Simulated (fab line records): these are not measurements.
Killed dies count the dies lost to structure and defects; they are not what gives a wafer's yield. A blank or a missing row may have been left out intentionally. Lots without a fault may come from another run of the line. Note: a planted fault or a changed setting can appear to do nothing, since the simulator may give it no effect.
fab line records | flow nand_harc
record: lots: 5 | wafers: 15 | last_day: 32
route steps=1302 shown P_BONDPAD@356
lots that met no fault: taken from a fault-free run of the same line
start_h: start of the lot's first displayed wafer, in hours after the record's first day | wait_h: time in hours since the lot's previous step | " identical to the entry in the row above | L1.1+2: a single row standing in for several wafers | - no value, or no start was given | * or withheld: withheld | < > ~ a bound
route shown NAME@n: NAME is a module with steps in the file, n the number in the route of the first one | usual: mean/standard deviation taken from wafers without a fault | same: alike in all rows | chamber/n: place in a boat | sites: each site's reading | _std_site: how widely they spread, as a standard deviation | _edge_site: inner sites' mean taken away from outer sites' mean | radius_mm: how far each site lies from the wafer's centre | mask NAME#n: copy n | behind: tool/chamber where the wafer was last shaped | hold: cause of the lot's hold/its duration in hours/its outcome | device: transistor that didn't switch, given as n, p or np | end of line: tests run on the same wafers once the route is complete | for a step that has no rows: nothing shown but its recipe | killed: count of dies lost to structure and defects at first sort (not the wafer's yield) | map: per-die view of a wafer (x killed, . not killed, _ where there is no die)
set.NAME: the setting the step ran with; set.NAME@STEP: the setting that earlier step ran with | model.NAME: the simulator's own value behind a step, which no gauge read
certain route steps with their lots: each step a table, each wafer a row
services: a tool's chamber out of use, with start hour (start_h, from the record's first day; less than 0 if before it), hours out, and reason
== steps ==
step: NHARC_P_BONDPAD_HMDS_02
recipe: time_s: 30
step: NHARC_P_BONDPAD_COAT_36
recipe: temp_c: 200 | time_s: 65
step: NHARC_P_BONDPAD_COAT_03
recipe: spin_rpm: 2000 | resist_thk_nm: 600
step: NHARC_P_BONDPAD_SOFTBAKE_04
recipe: temp_c: 125 | time_s: 70
step: NHARC_P_BONDPAD_EBR_05
step: NHARC_P_BONDPAD_EXPOSE_06
recipe: na: 0.55 | dose_mj: 37.06 | mask_id: P_BPAD
step: NHARC_P_BONDPAD_PEB_07
recipe: peb_temp_c: 128 | peb_time_s: 80
step: NHARC_P_BONDPAD_DEVELOP_08
recipe: time_s: 50 | dev_temp_c: 22
step: NHARC_P_BONDPAD_CD_MEAS_09
recipe: target_cd_nm: 500 | landing_energy_ev: 500
usual: cd_nm: 500.5/1.8
lot.wafer | tool      | chamber | start_h | wait_h | cd_nm
L837.1    | cd_sem-01 | 0       | 160.39  | -      | 501.5
L837.3    | "         | 0       | "       | "      | 503.1
L837.4    | "         | 0       | "       | "      | 502.4
L843.2    | cd_sem-01 | 0       | 218.61  | -      | 497.7
L843.4    | "         | 0       | "       | "      | 499.9
L843.5    | "         | 0       | "       | "      | 498.7
L850.1    | cd_sem-03 | 0       | 290.65  | -      | 503.8
L850.2    | "         | 0       | "       | "      | 501.7
L850.5    | "         | 0       | "       | "      | 502.7
L853.2    | cd_sem-02 | 0       | 323.29  | -      | 504.2
L853.4    | "         | 0       | "       | "      | 500.6
L853.5    | "         | 0       | "       | "      | 502.8
L854.2    | cd_sem-01 | 0       | 349.71  | -      | 496.3
L854.5    | "         | 0       | "       | "      | 497.6
L854.6    | "         | 0       | "       | "      | 498.0
step: NHARC_P_BONDPAD_OVL_MEAS_38
usual: overlay_x_nm: 1/3.5 | overlay_y_nm: 2/5.9
lot.wafer | tool       | chamber | start_h | wait_h | overlay_x_nm | overlay_y_nm
L837.1    | overlay-02 | -       | 160.48  | -      | 5            | 2
L837.3    | "          | -       | "       | "      | 5            | 3
L837.4    | "          | -       | "       | "      | 5            | 2
L843.2    | overlay-02 | -       | 218.70  | -      | 1            | 5
L843.4    | "          | -       | "       | "      | 0            | 5
L843.5    | "          | -       | "       | "      | 1            | 5
L850.1    | overlay-01 | -       | 290.74  | -      | -1           | -1
L850.2    | "          | -       | "       | "      | -2           | -1
L850.5    | "          | -       | "       | "      | -2           | -1
L853.2    | overlay-01 | -       | 323.38  | -      | 1            | 5
L853.4    | "          | -       | "       | "      | 1            | 5
L853.5    | "          | -       | "       | "      | 1            | 6
L854.2    | overlay-02 | -       | 349.80  | -      | -1           | 5
L854.5    | "          | -       | "       | "      | -1           | 5
L854.6    | "          | -       | "       | "      | -1           | 5
step: NHARC_P_BONDPAD_HARDBAKE_10
recipe: temp_c: 118 | time_s: 65
step: NHARC_P_BONDPAD_DESCUM_11
recipe: time_s: 3 | o2_flow_sccm: 200 | ar_flow_sccm: 0 | bias_power_w: 0 | chemistry: O2
usual: drypump_motor_current_A: 5.8/0.44 | oes_product_au: 0.999/0.0082 | rf_vpp_V: 57.8/0.94 | showerhead_plenum_p_Torr: 1.91/0.075 | throttle_valve_pct: 11.312/0.0088
same: bias_power_w: 0
lot.wafer | tool        | chamber | start_h | wait_h | drypump_motor_current_A | oes_product_au | rf_hours_counter_h | rf_vpp_V | showerhead_plenum_p_Torr | throttle_valve_pct
L837.3    | rie_diel-12 | 1       | 160.62  | -      | 5.2                     | 1.000          | 2.5                | 58.2     | 2.01                     | 11.318
L837.1    | "           | 3       | "       | "      | 6.3                     | 0.983          | 3.4                | 57.3     | 1.81                     | 11.329
L837.4    | "           | 1       | "       | "      | 5.2                     | 1.010          | -                  | 56.6     | 2.01                     | 11.302
L843.4    | rie_diel-13 | 2       | 218.82  | -      | 5.6                     | 0.993          | 0.9                | 57.6     | 1.81                     | 11.321
L843.2    | "           | 3       | "       | "      | 6.0                     | 0.999          | 0.9                | 58.3     | 1.98                     | 11.308
L843.5    | "           | 2       | "       | "      | 5.6                     | 0.990          | -                  | 57.9     | 1.81                     | 11.315
L850.1    | rie_diel-13 | 2       | 290.87  | -      | 5.6                     | 1.003          | 2.8                | 57.0     | 1.81                     | 11.314
L850.2    | "           | 3       | "       | "      | 6.0                     | 1.014          | 3.2                | 57.0     | 1.98                     | 11.314
L850.5    | "           | 2       | "       | "      | 5.6                     | 0.994          | -                  | 56.6     | 1.81                     | 11.300
L853.2    | rie_diel-12 | 1       | 323.50  | -      | 5.2                     | 1.002          | 0.9                | 57.8     | 2.00                     | 11.322
L853.4    | "           | 2       | "       | "      | 5.2                     | 1.009          | 1.0                | 58.5     | 2.00                     | 11.318
L853.5    | "           | 2       | "       | "      | 5.3                     | 1.014          | -                  | 59.4     | 2.00                     | 11.289
L854.2    | rie_diel-12 | 0       | 349.92  | -      | 5.4                     | 0.995          | 3.6                | 57.6     | 1.89                     | 11.316
L854.5    | "           | 0       | "       | "      | 5.4                     | 0.988          | -                  | 58.2     | 1.89                     | 11.314
L854.6    | "           | 1       | "       | "      | 5.2                     | 0.997          | -                  | 58.6     | 2.00                     | 11.310
step: NHARC_P_BONDPAD_ETCH_37
recipe: target_depth_a: 600 | overetch_a: 180 | time_s: 65.91 | ion_energy_ev: 200 | n2_flow_sccm: 150 | h2_flow_sccm: 150 | ar_flow_sccm: 0 | rf_w: 400 | bias_w: 150 | chemistry: N2/H2
usual: drypump_motor_current_A: 5.8/0.44 | oes_product_au: 1.000/0.0088 | rf_vpp_V: 430.1/2.3 | showerhead_plenum_p_Torr: 2.03/0.081 | throttle_valve_pct: 14.173/0.0094
lot.wafer | tool        | chamber | start_h | wait_h | drypump_motor_current_A | oes_product_au | rf_hours_counter_h | rf_vpp_V | showerhead_plenum_p_Torr | throttle_valve_pct
L837.1    | rie_diel-12 | 3       | 160.71  | 0.1    | 6.3                     | 0.984          | 3.4                | 427.8    | 1.93                     | 14.153
L837.3    | "           | 1       | "       | "      | 5.2                     | 1.009          | 2.5                | 433.1    | 2.14                     | 14.172
L837.4    | "           | 1       | "       | "      | 5.2                     | 1.005          | -                  | 433.7    | 2.14                     | 14.171
L843.2    | rie_diel-13 | 0       | 218.92  | 0.1    | 6.0                     | 0.999          | 1.1                | 429.9    | 2.04                     | 14.172
L843.4    | "           | 1       | "       | "      | 5.7                     | 0.997          | 1.2                | 429.9    | 2.04                     | 14.168
L843.5    | "           | 2       | "       | "      | 5.6                     | 0.998          | -                  | 427.0    | 1.92                     | 14.185
L850.1    | rie_diel-13 | 2       | 290.95  | 0.1    | 5.6                     | 0.994          | 2.8                | 426.3    | 1.92                     | 14.196
L850.2    | "           | 0       | "       | "      | 6.0                     | 0.808          | 3.4                | 429.0    | 2.04                     | 14.167
L850.5    | "           | 2       | "       | "      | 5.6                     | 1.002          | -                  | 426.3    | 1.92                     | 14.170
L853.4    | rie_diel-12 | 1       | 323.58  | 0.1    | 5.2                     | 0.989          | 0.9                | 434.6    | 2.14                     | 14.179
L853.2    | "           | 3       | "       | "      | 6.3                     | 0.991          | 1.3                | 427.8    | 1.92                     | 14.157
L853.5    | "           | 1       | "       | "      | 5.2                     | 0.989          | -                  | 432.8    | 2.14                     | 14.165
L854.2    | rie_diel-12 | 3       | 350.01  | 0.1    | 6.3                     | 0.992          | 4.1                | 428.1    | 1.92                     | 14.163
L854.5    | "           | 3       | "       | "      | 6.3                     | 0.990          | -                  | 427.0    | 1.92                     | 14.168
L854.6    | "           | 0       | "       | "      | 5.4                     | 1.001          | -                  | 431.3    | 2.02                     | 14.160
step: NHARC_P_BONDPAD_ETCH_12
recipe: target_depth_a: 2000 | time_s: 100 | chf3_flow_sccm: 50 | o2_flow_sccm: 10 | ar_flow_sccm: 200 | rf_w: 500 | bias_w: 200 | chemistry: CHF3/O2
usual: drypump_motor_current_A: 5.8/0.44 | oes_product_au: 0.946/0.022 | rf_vpp_V: 370.4/2 | showerhead_plenum_p_Torr: 2.39/0.089 | throttle_valve_pct: 20.572/0.009
lot.wafer | tool        | chamber | start_h | wait_h | drypump_motor_current_A | oes_product_au | rf_hours_counter_h | rf_vpp_V | showerhead_plenum_p_Torr | throttle_valve_pct
L837.1    | rie_diel-12 | 1       | -       | -      | 5.2                     | 0.969          | 2.5                | 372.2    | 2.51                     | 20.579
L837.3    | "           | 3       | "       | "      | 6.3                     | 0.915          | 3.4                | 368.4    | 2.28                     | 20.583
L837.4    | "           | 1       | "       | "      | 5.2                     | 0.963          | -                  | 373.7    | 2.51                     | 20.571
L843.4    | rie_diel-13 | 2       | -       | -      | 5.6                     | 0.951          | 1.0                | 369.3    | 2.27                     | 20.572
L843.2    | "           | 0       | "       | "      | 6.0                     | 0.986          | 1.1                | 370.6    | 2.40                     | 20.573
L843.5    | "           | 3       | "       | "      | 6.0                     | 0.972          | -                  | 373.3    | 2.48                     | 20.576
L850.1    | rie_diel-13 | 3       | -       | -      | 6.0                     | 0.979          | 3.3                | 371.1    | 2.48                     | 20.573
L850.2    | "           | 0       | "       | "      | 6.1                     | 0.985          | 3.4                | 370.9    | 2.40                     | 20.569
L850.5    | "           | 2       | "       | "      | 5.6                     | 0.965          | -                  | 368.3    | 2.27                     | 20.578
L853.4    | rie_diel-12 | 2       | -       | -      | 5.3                     | 0.973          | 1.1                | 371.4    | 2.51                     | 20.570
L853.2    | "           | 0       | "       | "      | 5.4                     | 0.987          | 1.2                | 369.6    | 2.38                     | 20.565
L853.5    | "           | 2       | "       | "      | 5.3                     | 0.965          | -                  | 374.0    | 2.51                     | 20.563
L854.2    | rie_diel-12 | 2       | -       | -      | 5.3                     | 0.935          | 3.7                | 373.0    | 2.50                     | 20.568
L854.6    | "           | 2       | "       | "      | 5.3                     | 0.940          | -                  | 371.9    | 2.51                     | 20.547
L854.5    | "           | 3       | "       | "      | 6.3                     | 0.913          | -                  | 368.5    | 2.27                     | 20.556
== services ==
tool        | chamber | start_h | hours | kind
rie_diel-12 | 1       | 138.42  | 13.1  | repair
rie_diel-12 | 0       | 149.57  | -     | clean
rie_diel-12 | 2       | 149.57  | -     | clean
rie_diel-12 | 3       | 149.57  | -     | clean
rie_diel-12 | 2       | 156.64  | 13.4  | repair
rie_diel-13 | -       | 165.00  | 9.0   | pm
rie_diel-12 | 0       | 174.07  | -     | clean
rie_diel-12 | 1       | 174.07  | -     | clean
rie_diel-12 | 2       | 174.07  | -     | clean
rie_diel-12 | 3       | 174.07  | -     | clean
rie_diel-12 | 0       | 198.57  | -     | clean
rie_diel-12 | 1       | 198.57  | -     | clean
rie_diel-12 | 2       | 198.57  | -     | clean
rie_diel-12 | 3       | 198.57  | -     | clean
rie_diel-12 | 0       | 223.07  | -     | clean
rie_diel-12 | 1       | 223.07  | -     | clean
rie_diel-12 | 2       | 223.07  | -     | clean
rie_diel-12 | 3       | 223.07  | -     | clean
rie_diel-12 | 0       | 248.93  | 30.6  | repair
rie_diel-12 | 3       | 267.11  | 12.1  | repair
rie_diel-12 | -       | 268.57  | 9.0   | pm
rie_diel-12 | 2       | 300.75  | 1.2   | repair
rie_diel-12 | 2       | 316.86  | 4.9   | repair
rie_diel-13 | -       | 342.00  | 9.0   | pm
== key ==
first_sign: step: NHARC_P_BONDPAD_ETCH_37 | reading: oes_product_au | direction: down | sigmas: 22 | usual: 1.000 | struck: 0.808
effect none on later readings
met_at NHARC_P_BONDPAD_ETCH_37
struck_wafers L850.2
sort_left_out L850.2
onset_between 218.92 290.95
fault: kind: process_parameter_drift | tool: rie_diel-13 | chamber: 0 | onset_h: 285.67 | steps: NHARC_P_BONDPAD_ETCH_37 | channel: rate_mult | offset: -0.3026 | shape: step | end_h: 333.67
sort_left_out: the simulated sort isn't trusted on such a fault, so these wafers' sort isn't shown, and their yield isn't known
